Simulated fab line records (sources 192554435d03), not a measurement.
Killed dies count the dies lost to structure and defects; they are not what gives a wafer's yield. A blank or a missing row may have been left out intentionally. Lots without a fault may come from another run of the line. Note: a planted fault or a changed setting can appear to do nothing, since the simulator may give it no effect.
Split-lot trial    flow n5-finfet    7 lots, 21 wafers read, on a route of 1938 steps

== ON THE SPLIT ==
At N5_BEOL_M4_ALD_98 (deposits SiO2, target thk 2.5 nm, pulse time 1 s, co reactant pulse time 1 s), the setting ald-cycles was moved away from the recipe's 17 on 10 of the 21 wafers read, by -17.6% to +17.6%. All remaining wafers had this setting at the recipe value.

The reading is taken at the split's own step.

== THE READING ==
SiO2_of_BEOL_M4_ALD_98.thk-nm (the simulator's own value, which no gauge read), in nm, at N5_BEOL_M4_ALD_98 (deposits SiO2, target thk 2.5 nm, pulse time 1 s, co reactant pulse time 1 s). The file gives no usual value for it. Average 2.5 nm, standard deviation 0.089 nm, over the 11 wafers here run with the recipe.

wafer   tool, chamber at the split  ald-cycles as run  against the recipe  SiO2_of_BEOL_M4_ALD_98.thk-nm, nm  against lot-mates on the recipe
L078.3  ald-sin-02, 0               16                 -5.9%               2.4                                -0.2
L078.5  ald-sin-02, 0               16                 -5.9%               2.4                                -0.2
L078.4  ald-sin-02, 3               17                 recipe              2.6                                -
L080.1  ald-sin-02, 1               17                 recipe              2.6                                -
L080.3  ald-sin-02, 0               17                 recipe              2.4                                -
L080.6  ald-sin-02, 0               17                 recipe              2.4                                -
L081.1  ald-sin-01, 1,3,2           17                 recipe              2.6                                -
L081.2  ald-sin-01, 1,3,2           17                 recipe              2.6                                -
L081.3  ald-sin-01, 1,3,2           17                 recipe              2.6                                -
L083.2  ald-sin-02, 3               14                 -17.6%              2                                  -0.6
L083.5  ald-sin-02, 3               14                 -17.6%              2                                  -0.6
L083.3  ald-sin-02, 1               17                 recipe              2.6                                -
L089.2  ald-sin-03, 3               17                 recipe              2.6                                -
L089.4  ald-sin-03, 2,3             16                 -5.9%               2.4                                -0.2
L089.6  ald-sin-03, 2,3             16                 -5.9%               2.4                                -0.2
L090.2  ald-sin-02, 1               17                 recipe              2.6                                -
L090.3  ald-sin-02, 2,0             20                 +17.6%              3                                  +0.4
L090.5  ald-sin-02, 2,0             20                 +17.6%              3                                  +0.4
L096.2  ald-sin-01, 1,2             16                 -5.9%               2.4                                +0.0
L096.3  ald-sin-01, 1,2             16                 -5.9%               2.4                                +0.0
L096.4  ald-sin-01, 0               17                 recipe              2.4                                -
Where a row lists several chambers, the file gives one row for several wafers and doesn't say which wafer went through which chamber.

FIT RESULTS
A straight line over all 21 wafers: SiO2_of_BEOL_M4_ALD_98.thk-nm changes by +0.0277 nm for each +1% of ald-cycles; r = +0.96; the points scatter about the line by 0.072 nm.
The same after taking each lot's own level away (the mean of its wafers on the recipe; 21 wafers): +0.0272 nm for each +1%; r = +0.95; scatter 0.08 nm.
That fit puts the effect of the largest move of ald-cycles on the reading at 0.48 nm.
The span of the lots' own levels, 2.40 to 2.60 nm, comes to 2.2 times the standard deviation stated above.
Consequently the slope shifts little with the lot-to-lot level, the two slopes agreeing.
Check: for one of the wafers moved furthest among these (-17.6%), held out of the fit, the line's prediction against its lot-mates is -0.46 nm. It came out at -0.6 nm against them.

== ADDITIONAL SPLITS CARRIED BY THESE WAFERS ==
Note: prior to the reading, these wafers also went through further splits. Each is held against what the fit with the lots' levels taken away leaves over:
other split on the same wafers      wafers away from the commonest value  r with SiO2_of_BEOL_M4_ALD_98.thk-nm (lot level and that fit taken away)
N5_BEOL_M2_COAT_62 spin-rpm         10                                    -0.05
N5_BEOL_M2_TRENCH_ETCH_37 source-w  9                                     +0.20
N5_BEOL_M3_TRENCH_ETCH_37 source-w  3                                     -0.24
N5_BEOL_M3_ETCH_41 target-depth-a   7                                     -0.39
N5_BEOL_M4_COAT_22 spin-rpm         10                                    -0.06

== FILE'S OWN FIT ==
SiO2_of_BEOL_M4_ALD_98.thk-nm changes by +0.0275 nm for each +1% of ald-cycles, r = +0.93.
